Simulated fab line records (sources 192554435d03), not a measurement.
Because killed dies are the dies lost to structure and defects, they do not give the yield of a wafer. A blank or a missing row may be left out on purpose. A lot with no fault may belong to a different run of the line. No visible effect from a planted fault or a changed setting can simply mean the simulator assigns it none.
Chamber matching -- flow n5 finfet -- 3 sister chambers for N5_BEOL_M11_ILD_DEP_00 on pecvd-03
The step deposits SiCOH lowk from DEMS/porogen, target thk 308.51 nm, time 58 s. 3 wafers are shown with their chamber, then 10 later ones without.

== WAFERS, EACH WITH ITS CHAMBER ==
wafer,chamber,heater power w (W)
L086.3,1,332
L088.1,0,224
L088.2,2,240

== WAFERS WITHOUT THEIR CHAMBER ==
wafer,heater power w (W)
L088.4,317
L090.2,329
L090.3,243
L090.6,258
L091.1,278
L091.3,211
L091.6,293
L097.1,214
L097.2,303
L097.5,307

== WHICH CHAMBER EACH WENT THROUGH ==
wafer,from the rows above,in truth
L088.4,1,1
L090.2,1,1
L090.3,can't be placed: 2 or 0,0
L090.6,can't be placed: 2 or 0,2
L091.1,can't be placed: 2 or 0 or 1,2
L091.3,can't be placed: 0 or 2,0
L091.6,can't be placed: 1 or 2 or 0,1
L097.1,can't be placed: 0 or 2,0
L097.2,can't be placed: 1 or 2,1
L097.5,can't be placed: 1 or 2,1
Placed correctly: 2 of 10. Not placeable from these rows: 8 (in 8, the candidates include the true chamber). 0 placed wrongly.
How it was worked out, from the rows above alone: a wafer's distance from a chamber is the root of the sum, over the readings, of the square of ((its reading less the chamber's mean) divided by the reading's scatter). If the next closest chamber is less than 2 further off than the closest, the wafer can't be placed; otherwise it belongs to the closest. The mean given for a chamber averages the wafers shown for that chamber. The scatter: root of mean squared gap, hidden wafer to nearest shown wafer, with one shown wafer a chamber.
